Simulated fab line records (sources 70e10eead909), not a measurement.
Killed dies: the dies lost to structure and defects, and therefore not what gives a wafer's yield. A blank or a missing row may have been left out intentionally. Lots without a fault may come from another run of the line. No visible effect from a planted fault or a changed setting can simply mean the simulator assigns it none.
Matching of chambers + flow nandHarc + rieDiel-12 running NHARC_A_BLC_STRIP_29: 4 sister chambers
The step strips in CF4. 4 wafers are shown with their chamber, then 9 later ones without.

WAFERS, EACH WITH ITS CHAMBER
| wafer  | chamber | drypumpMotorCurrentA (A) |
|--------|---------|--------------------------|
| L905.1 | 2       | 6.2                      |
| L908.3 | 3       | 6.5                      |
| L909.1 | 1       | 6.2                      |
| L909.5 | 0       | 5.1                      |

WAFERS WITH NO CHAMBER GIVEN
| wafer  | drypumpMotorCurrentA (A) |
|--------|--------------------------|
| L912.1 | 6.2                      |
| L912.2 | 6.1                      |
| L912.4 | 6.1                      |
| L917.1 | 6.2                      |
| L917.2 | 5.1                      |
| L917.6 | 6.2                      |
| L921.2 | 6.2                      |
| L921.3 | 5.1                      |
| L921.5 | 5.1                      |

THE CHAMBER EACH PASSED THROUGH
| wafer  | from the rows above     | in truth |
|--------|-------------------------|----------|
| L912.1 | can't be placed: 1 or 2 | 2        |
| L912.2 | can't be placed: 1 or 2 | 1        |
| L912.4 | can't be placed: 1 or 2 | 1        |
| L917.1 | can't be placed: 1 or 2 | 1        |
| L917.2 | 0                       | 0        |
| L917.6 | can't be placed: 1 or 2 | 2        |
| L921.2 | can't be placed: 1 or 2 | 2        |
| L921.3 | 0                       | 0        |
| L921.5 | 0                       | 0        |
3 of 9 placed correctly. Cannot be placed on the basis of these rows: 6; the candidates contain the true chamber in 6. Placed wrongly: 0.
How it was worked out, from the rows above alone: a wafer's distance from a chamber is the root of the sum, over the readings, of the square of ((its reading less the chamber's mean) divided by the reading's scatter). The wafer belongs to the nearest chamber; if the next one is less than 2 further off, it can't be placed. For every chamber, the mean is computed from those of its wafers that are shown. The scatter: root of mean squared gap, hidden wafer to nearest shown wafer, with one shown wafer a chamber.
